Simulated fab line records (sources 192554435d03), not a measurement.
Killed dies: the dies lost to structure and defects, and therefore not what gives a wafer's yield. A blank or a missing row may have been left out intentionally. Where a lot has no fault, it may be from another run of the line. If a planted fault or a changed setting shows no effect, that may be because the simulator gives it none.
fab line records    flow n5Finfet
record: lots: 10  wafers: 30  lastDay: 17
route steps=1938 shown BEOL_M7@1266 BEOL_M8@1332 PASSIVATION@1936
lots that met no fault: taken from a fault-free run of the same line
startH: the number of hours between the record's first day and the start of the first shown wafer of the lot    waitH: hours since the lot's step before    " unchanged from the row above    L1.1+2: a row that stands for several wafers    - either no value or no given start    * or withheld: withheld    < > ~ a bound
route shown NAME@n: names a module that has steps shown in the file, with the first one's number in the route    usual: average and standard deviation across the fault-free wafers    same: alike in all rows    chamber/n: place in a boat    sites: per-site readings    _std_site: how widely they spread, as a standard deviation    _edge_site: inner sites' mean taken away from outer sites' mean    radiusMm: for every site, how far away it sits from the centre of the wafer    mask NAME#n: copy n    behind: the last tool/chamber to shape the wafer    hold: reason for holding the lot/hours on hold/outcome of the hold    device: whichever transistor did not switch (one of n, p or np)    end of line: tests of these same wafers at the route's end    a step given without rows: its recipe and nothing more    killed: the dies lost at the first sort to structure and to defects; this is not the yield of the wafer    map: per-die view of a wafer (x killed, . not killed, _ where there is no die)
set.NAME: the setting as run; set.NAME@STEP: as run at that earlier step    model.NAME: the simulator's own value behind a step, which no gauge read
the route's steps for a sample of lots (tables are steps, rows are wafers)
services: the hour from which a tool's chamber was out of use, counted from the record's first day as startH (under 0 if before that day), plus the number of hours and why
== steps ==
step: N5_BEOL_M7_PECVD_70
recipe: material: SiO2  targetThkA: 200  tempC: 400  precursor: TEOS/O2  pressureTorr: 5.5  rfW: 450  teosFlowSccm: 53.8  gas: O2  flowSccm: 3000  timeS: 22.7
usual: heaterPowerW: 715/81  showerheadPlenumPTorr: 8.78/0.049  throttleValvePct: 23.3/2
lot.wafer  tool      chamber  startH  waitH  heaterPowerW  showerheadPlenumPTorr  throttleValvePct
L913.1     pecvd-04  1        209.55  0.0    649           8.74                   22.4
L913.3     "         1        "       "      634           8.74                   22.4
L913.6     "         0        "       "      751           8.79                   24.1
L915.1     pecvd-01  0        211.54  0.0    834           8.81                   26.6
L915.4     "         2        "       "      614           8.68                   22.6
L915.6     "         1        "       "      779           8.80                   22.4
L918.3     pecvd-03  2        222.65  0.0    704           8.83                   20.3
L918.5     "         2        "       "      706           8.84                   20.0
L918.6     "         0        "       "      746           8.78                   23.4
L925.1     pecvd-03  2        278.84  0.0    769           8.83                   20.2
L925.2     "         0        "       "      749           8.76                   23.6
L925.4     "         2        "       "      748           8.82                   20.1
L926.2     pecvd-03  0        283.88  0.0    731           8.77                   23.6
L926.4     "         0        "       "      724           8.76                   23.6
L926.6     "         1        "       "      607           8.77                   24.2
L928.1     pecvd-04  2        301.09  0.0    636           8.82                   21.4
L928.3     "         0        "       "      739           8.78                   24.5
L928.6     "         0        "       "      733           8.76                   24.5
L931.1     pecvd-01  1        318.10  0.0    798           8.76                   22.7
L931.4     "         1        "       "      824           8.75                   22.7
L931.5     "         0        "       "      885           8.83                   26.8
L932.3     pecvd-01  1        326.59  0.1    845           8.78                   22.5
L932.4     "         0        "       "      797           8.81                   26.7
L932.5     "         1        "       "      845           8.79                   22.6
L935.1     pecvd-01  1        331.07  0.0    781           8.79                   22.5
L935.4     "         1        "       "      780           8.77                   22.6
L935.5     "         1        "       "      792           8.78                   22.6
L936.2     pecvd-04  2        333.36  0.0    726           8.86                   21.9
L936.3     "         0        "       "      667           8.79                   24.5
L936.4     "         1        "       "      638           8.73                   22.4
step: N5_BEOL_M7_STRIP_80
recipe: chemistry: N2/H2  timeS: 10  powerW: 450  tempC: 40  pressureMtorr: 20  rfFrequencyHz: 6e+07  biasPowerW: 7  n2FlowSccm: 200  h2FlowSccm: 200
usual: drypumpMotorCurrentA: 5.8/0.42  oesProductAu: 0.79/0.088  rfVppV: 59.1/0.82  showerheadPlenumPTorr: 2.50/0.067  tempC: 40.00/0.11  throttleValvePct: 23.6/0.37
lot.wafer  tool        chamber  startH  waitH  drypumpMotorCurrentA  oesProductAu  rfHoursCounterH  rfVppV  showerheadPlenumPTorr  tempC  throttleValvePct
L913.1     rieDiel-01  2        -       -      5.9                   0.77          169              59.5    2.55                   40.11  24.1
L913.3     "           3        "       "      6.2                   0.75          159              58.6    2.43                   39.86  23.4
L913.6     "           0        "       "      6.3                   0.94          -                58.8    2.47                   39.99  23.1
L915.1     rieDiel-01  0        -       -      6.3                   0.94          14               59.2    2.47                   40.17  23.1
L915.4     "           2        "       "      5.9                   0.77          170              58.1    2.55                   40.18  24.1
L915.6     "           3        "       "      6.2                   0.75          -                59.0    2.43                   40.11  23.4
L918.3     rieDiel-06  3        -       -      5.3                   0.72          217              59.7    2.62                   40.14  24.0
L918.5     "           2        "       "      6.2                   0.71          -                58.6    2.50                   39.98  23.9
L918.6     "           1        "       "      5.5                   0.72          -                59.1    2.54                   39.99  23.1
L925.1     rieDiel-02  1        -       -      5.8                   0.96          17               59.5    2.49                   39.74  24.1
L925.2     "           3        "       "      6.3                   0.81          107              60.4    2.55                   40.17  23.9
L925.4     "           2        "       "      6.0                   0.70          198              58.7    2.62                   39.85  23.7
L926.2     rieDiel-02  0        -       -      5.0                   0.83          77               59.4    2.46                   40.01  23.7
L926.4     "           1        "       "      5.8                   0.95          -                58.5    2.49                   39.85  24.1
L926.6     "           0        "       "      5.0                   0.82          -                59.7    2.46                   40.06  23.6
L928.1     rieDiel-02  2        -       -      6.0                   0.69          210              59.8    2.61                   40.11  23.8
L928.3     "           0        "       "      5.0                   0.82          85               58.6    2.45                   39.94  23.6
L928.6     "           0        "       "      5.0                   0.81          -                58.5    2.45                   39.94  23.7
L931.1     rieDiel-01  2        -       -      5.9                   0.74          205              60.2    2.53                   39.99  24.1
L931.4     "           0        "       "      6.3                   0.87          -                59.6    2.46                   39.94  23.1
L931.5     "           1        "       "      5.4                   0.71          -                58.1    2.40                   39.99  23.2
L932.3     rieDiel-02  3        -       -      6.3                   0.79          121              58.0    2.55                   40.10  23.9
L932.4     "           1        "       "      5.8                   0.91          37               58.2    2.48                   39.99  24.2
L932.5     "           2        "       "      6.0                   0.69          -                58.9    2.61                   40.01  23.8
L935.1     rieDiel-01  3        -       -      6.2                   0.73          191              59.4    2.41                   39.86  23.5
L935.4     "           1        "       "      5.4                   0.71          222              57.4    2.39                   39.96  23.2
L935.5     "           0        "       "      6.4                   0.86          -                59.5    2.46                   39.97  23.1
L936.2     rieDiel-01  0        -       -      6.3                   0.86          58               56.9    2.46                   40.01  23.1
L936.3     "           2        "       "      5.8                   0.72          211              59.3    2.53                   40.08  24.1
L936.4     "           3        "       "      6.2                   0.72          192              59.2    2.41                   39.92  23.5
step: N5_BEOL_M7_CMP_52
recipe: stopOn: SiCOH_lowk  tOverpolishS: 6.9  downForcePsi: 1  platenRpm: 50  clearingPlatenDownForcePsi: 1.5  clearingPlatenRpm: 50  postCmpClean: cuAlkaline  targetThkNm: 80  clearingPlatenPadVelocityMS: 0.99484  padVelocityMS: 0.99484
usual: barrierFieldEndpointS: 28.6/0.71  edgeZonePressureFrac: 1.000/0.0047  headPressurePsi: 0.9999/0.0023  motorCurrentA: 6.1/0.53  slurryFilterDpKPa: 13.50/0.13
lot.wafer  tool    chamber  startH  waitH  barrierFieldEndpointS  edgeZonePressureFrac  headPressurePsi  motorCurrentA  slurryFilterDpKPa
L913.1     cmp-01  3        216.08  0.3    28.7                   0.998                 0.9975           6.3            13.49
L913.3     "       1        "       "      29.5                   1.007                 1.0009           5.5            13.49
L913.6     "       3        "       "      28.5                   0.995                 0.9994           6.3            13.46
L915.1     cmp-04  3        219.68  0.3    29.3                   0.998                 0.9978           6.9            13.53
L915.4     "       2        "       "      28.0                   1.004                 0.9977           5.1            13.55
L915.6     "       3        "       "      30.7                   0.998                 1.0008           6.8            13.57
L918.3     cmp-02  2        229.41  0.5    29.0                   1.000                 0.9996           6.7            13.37
L918.5     "       3        "       "      29.8                   0.995                 0.9969           5.4            13.56
L918.6     "       0        "       "      28.9                   1.003                 1.0017           5.8            13.49
L925.2     cmp-01  3        285.09  0.2    35.6                   0.993                 0.9976           6.4            13.48
L925.1     "       0        "       "      28.5                   1.001                 1.0009           6.3            13.54
L925.4     "       1        "       "      28.9                   1.003                 0.9991           5.4            13.51
L926.2     cmp-01  2        290.91  0.2    34.7                   0.999                 1.0005           6.6            13.65
L926.4     "       0        "       "      28.3                   1.008                 0.9970           6.2            13.31
L926.6     "       2        "       "      35.1                   0.994                 1.0004           6.5            13.67
L928.1     cmp-01  1        310.59  0.3    28.3                   1.005                 1.0003           5.0            13.51
L928.3     "       2        "       "      28.3                   1.000                 0.9988           6.3            13.24
L928.6     "       1        "       "      28.6                   1.002                 1.0002           5.3            13.40
L931.4     cmp-04  0        323.45  0.4    29.0                   0.994                 0.9997           5.9            13.46
L931.1     "       1        "       "      28.9                   0.997                 1.0015           5.9            13.70
L931.5     "       3        "       "      29.0                   0.995                 0.9997           7.1            13.32
L932.4     cmp-02  3        332.84  0.1    28.4                   0.998                 0.9984           6.0            13.42
L932.3     "       0        "       "      28.4                   0.995                 0.9989           5.7            13.57
L932.5     "       3        "       "      28.3                   0.994                 0.9978           5.6            13.48
L935.1     cmp-01  0        337.64  0.3    29.3                   0.999                 1.0031           6.2            13.53
L935.4     "       1        "       "      29.9                   0.996                 0.9979           5.4            13.64
L935.5     "       3        "       "      28.7                   1.001                 0.9986           6.5            13.39
L936.4     cmp-04  0        339.78  0.2    28.3                   1.000                 0.9997           6.2            13.28
L936.3     "       1        "       "      27.8                   0.996                 1.0031           6.0            13.34
L936.2     "       2        "       "      27.5                   1.003                 1.0005           5.5            13.27
step: N5_BEOL_M8_ILD_DEP_00
recipe: material: SiCOH_lowk  targetThkA: 1797.5  tempC: 300  precursor: DEMS/porogen  pressureTorr: 5  rfW: 500  timeS: 33.4
usual: heaterPowerW: 299/46  showerheadPlenumPTorr: 5.739/0.015  throttleValvePct: 14.1/1
lot.wafer  tool      chamber  startH  waitH  heaterPowerW  showerheadPlenumPTorr  throttleValvePct
L913.1     pecvd-01  1        216.56  0.0    344           5.736                  14.1
L913.3     "         0        "       "      386           5.749                  16.9
L913.6     "         0        "       "      379           5.743                  16.5
L915.1     pecvd-01  1        220.17  0.0    380           5.754                  14.3
L915.4     "         2        "       "      230           5.721                  13.8
L915.6     "         0        "       "      331           5.753                  16.3
L918.3     pecvd-02  2        229.83  0.1    217           5.727                  13.2
L918.5     "         0        "       "      374           5.746                  14.2
L918.6     "         2        "       "      227           5.733                  13.5
L925.1     pecvd-02  0        285.54  0.0    354           5.759                  13.4
L925.2     "         1        "       "      279           5.718                  13.7
L925.4     "         2        "       "      265           5.744                  13.2
L926.2     pecvd-01  2        291.40  0.0    263           5.717                  14.0
L926.4     "         0        "       "      314           5.741                  16.5
L926.6     "         1        "       "      385           5.744                  14.1
L928.1     pecvd-01  1        311.07  0.0    334           5.738                  13.8
L928.3     "         1        "       "      332           5.743                  14.2
L928.6     "         2        "       "      262           5.718                  14.1
L931.1     pecvd-02  0        323.90  0.0    333           5.759                  13.8
L931.4     "         2        "       "      277           5.729                  13.2
L931.5     "         0        "       "      336           5.757                  14.0
L932.3     pecvd-01  0        333.32  0.0    362           5.750                  16.6
L932.4     "         0        "       "      369           5.760                  16.7
L932.5     "         1        "       "      329           5.722                  13.9
L935.1     pecvd-02  2        338.09  0.0    247           5.734                  13.4
L935.4     "         2        "       "      248           5.732                  13.5
L935.5     "         1        "       "      311           5.709                  13.4
L936.2     pecvd-03  2        340.23  0.0    314           5.748                  12.7
L936.3     "         0        "       "      345           5.742                  14.7
L936.4     "         0        "       "      331           5.734                  14.3
step: N5_BEOL_M8_PECVD_70
recipe: material: SiO2  targetThkA: 200  tempC: 400  precursor: TEOS/O2  pressureTorr: 5.5  rfW: 450  teosFlowSccm: 53.8  gas: O2  flowSccm: 3000  timeS: 22.7
usual: heaterPowerW: 700/92  showerheadPlenumPTorr: 8.78/0.07  throttleValvePct: 22.8/1.8
lot.wafer  tool      chamber  startH  waitH  heaterPowerW  showerheadPlenumPTorr  throttleValvePct
L913.1     pecvd-03  0        217.18  0.0    753           8.79                   23.7
L913.3     "         2        "       "      731           8.81                   20.0
L913.6     "         0        "       "      757           8.78                   23.9
L915.1     pecvd-02  2        220.80  0.0    569           8.77                   21.6
L915.4     "         0        "       "      731           8.88                   22.4
L915.6     "         2        "       "      561           8.75                   21.3
L918.3     pecvd-03  1        230.44  0.0    656           8.78                   24.5
L918.5     "         1        "       "      643           8.76                   24.2
L918.6     "         2        "       "      753           8.81                   20.1
L925.1     pecvd-03  0        286.15  0.0    781           8.78                   23.6
L925.2     "         1        "       "      575           8.77                   24.0
L925.4     "         0        "       "      803           8.77                   23.7
L926.2     pecvd-03  1        292.01  0.0    575           8.77                   24.1
L926.4     "         1        "       "      551           8.79                   24.2
L926.6     "         0        "       "      767           8.79                   23.6
L928.1     pecvd-03  1        311.71  0.0    550           8.80                   24.0
L928.3     "         1        "       "      539           8.78                   24.4
L928.6     "         1        "       "      544           8.77                   24.1
L931.1     pecvd-02  1        324.51  0.0    649           8.69                   21.9
L931.4     "         2        "       "      671           8.75                   21.6
L931.5     "         1        "       "      625           8.68                   21.8
L932.3     pecvd-01  1        333.94  0.0    737           8.78                   22.6
L932.4     "         0        "       "      821           8.85                   26.8
L932.5     "         1        "       "      750           8.76                   22.7
L935.1     pecvd-02  0        338.70  0.0    749           8.91                   22.6
L935.4     "         0        "       "      778           8.89                   22.6
L935.5     "         1        "       "      670           8.68                   22.4
L936.2     pecvd-01  2        340.84  0.0    608           8.67                   22.8
L936.3     "         1        "       "      840           8.78                   22.5
L936.4     "         1        "       "      848           8.79                   22.5
step: N5_PASSIVATION_PROBE_49
usual: defectLimitedYield: 91.2/1.5  killed_at_M0_to_M3: 34/11  killed_at_M4_up: 14/5.4  killedAtContacts: 12/5.9  killedAtFrontEnd: 40/12  killedAtOther: 4/3.3  killedDies: 103/18  killedOpen: 68/13  killedShort: 34/7.5  sort_bin_5_function: 5.1/1  sort_bin_6_memory: 3.3/0.7  sortNPass: 1076/18  sortYieldPct: 91.2/1.5
same: grossDies: 1180  killedAtBackSide: 0  sort_bin_4_leakage[%]: 0  sort_bin_8_speed[%]: 0
lot.wafer  tool       chamber  startH  waitH  defectLimitedYield[%]  killed_at_M0_to_M3  killed_at_M4_up  killedAtContacts  killedAtFrontEnd  killedAtOther  killedDies  killedOpen  killedShort  sort_bin_5_function[%]  sort_bin_6_memory[%]  sortNPass  sortYieldPct[%]
L926.2     prober-02  -        361.51  0.1    90.5                   40                  17               17                30                8              112         81          31           6.2                     3.1                   1068       90.5
L928.1     prober-02  -        391.06  0.0    91.3                   25                  8                5                 59                6              103         72          31           5.8                     2.9                   1077       91.3
L928.3     prober-02  -        391.16  0.1    90.4                   35                  14               15                46                3              113         75          37           5.3                     4.2                   1067       90.4
L928.6     prober-02  -        391.31  0.3    92.0                   26                  18               3                 45                2              94          67          26           5.9                     1.8                   1086       92.0
L931.1     prober-01  -        398.38  2.1    90.9                   39                  13               6                 47                2              107         57          50           5.3                     3.3                   1073       90.9
L931.5     prober-01  -        398.58  2.3    93.3                   26                  5                9                 35                4              79          43          36           4.2                     2.4                   1101       93.3
killed by level:class
L926.2 MOL_CONTACT_COAG:geometricParticle:open=15 BEOL_M3:geometricParticle:open=13 BEOL_M4:geometricParticle:open=10 BEOL_M1:geometricParticle:open=9 FIN_SAQP:geometricParticle:short=6 GATE_CUT:geometricParticle:short=6 FIN_SAQP:geometricParticle:open=5 BEOL_M0_SAQP:geometricParticle:open=5
L928.1 STI_FIN_REVEAL:geometricParticle:open=17 FIN_SAQP:geometricParticle:open=9 BEOL_M3:geometricParticle:open=9 FIN_SAQP:geometricParticle:short=7 DUMMY_GATE:geometricParticle:open=7 STI_FIN_REVEAL:geometricParticle:short=6 MOL_CONTACT_COAG:geometricParticle:open=4 BEOL_M1:geometricParticle:open=4
L928.3 FIN_SAQP:geometricParticle:open=13 STI_FIN_REVEAL:geometricParticle:open=12 BEOL_M2:geometricParticle:open=12 FIN_SAQP:geometricParticle:short=10 MOL_CONTACT_COAG:geometricParticle:open=10 BEOL_M3:geometricParticle:open=7 MOL_CONTACT_COAG:geometricParticle:short=5 BEOL_M4:geometricParticle:open=5
L928.6 STI_FIN_REVEAL:geometricParticle:open=10 DUMMY_GATE:geometricParticle:open=9 BEOL_M4:geometricParticle:open=8 BEOL_M3:geometricParticle:open=6 FIN_SAQP:geometricParticle:open=5 BEOL_M2:geometricParticle:open=5 FIN_SAQP:geometricParticle:short=4 FIN_CUT:geometricParticle:short=4
L931.1 BEOL_M0_SAQP:geometricParticle:short=16 FIN_SAQP:geometricParticle:short=14 FIN_SAQP:geometricParticle:open=12 BEOL_M0_SAQP:geometricParticle:open=8 MOL_CONTACT_COAG:geometricParticle:open=6 BEOL_M1:geometricParticle:open=6 DUMMY_GATE:geometricParticle:open=5 BEOL_M4:geometricParticle:open=5
L931.5 FIN_SAQP:geometricParticle:short=10 BEOL_M3:geometricParticle:open=8 MOL_CONTACT_COAG:geometricParticle:open=6 STI_FIN_REVEAL:geometricParticle:open=5 BEOL_M0_SAQP:geometricParticle:open=4 BEOL_M3:geometricParticle:short=4 STI_FIN_REVEAL:geometricParticle:short=3 DUMMY_GATE:geometricParticle:short=3
== services ==
tool        chamber  startH  hours  kind
pecvd-04    -        197.04  6.0    pm
pecvd-02    1        205.32  29.0   repair
cmp-01      -        211.09  4.0    pm
cmp-04      -        225.29  3.4    repair
cmp-01      -        226.01  2.9    repair
cmp-02      -        231.09  0.3    repair
cmp-04      -        234.57  4.0    pm
pecvd-01    1        235.83  46.6   repair
pecvd-02    -        241.27  0.6    repair
rieDiel-02  0        242.88  8.6    repair
pecvd-01    -        271.40  0.5    repair
pecvd-01    2        273.42  4.2    repair
cmp-02      -        273.42  0.5    repair
pecvd-04    1        273.54  5.3    repair
cmp-02      -        282.81  0.9    repair
cmp-01      -        290.34  0.3    repair
cmp-01      -        292.85  6.4    repair
cmp-02      -        293.63  5.2    pm
rieDiel-02  3        315.13  4.7    repair
cmp-02      -        322.06  4.0    pm
cmp-01      -        324.75  1.1    repair
cmp-02      -        333.79  1.9    repair
pecvd-01    -        334.06  2.8    pm
rieDiel-02  0        339.01  2.1    repair
== key ==
firstSign: step: N5_BEOL_M7_CMP_52  reading: barrierFieldEndpointS  direction: up  sigmas: 9.3  usual: 28.6  struck: 35.1
effect none on later readings
metAt N5_BEOL_M7_PECVD_70
struckLots L925,L926
struckWafers L925.2,L926.2,L926.6
notActingAt N5_BEOL_M7_STRIP_80,N5_BEOL_M8_ILD_DEP_00,N5_BEOL_M8_PECVD_70
onsetBetween 222.65 278.84
fault: kind: processParameterDrift  tool: pecvd-03  chamber: -  onsetH: 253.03  steps: N5_BEOL_M7_PECVD_70  channel: timeS  offset: *  shape: step  endH: 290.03  scope: struckWafersOnly  actsIn: *  stated: *
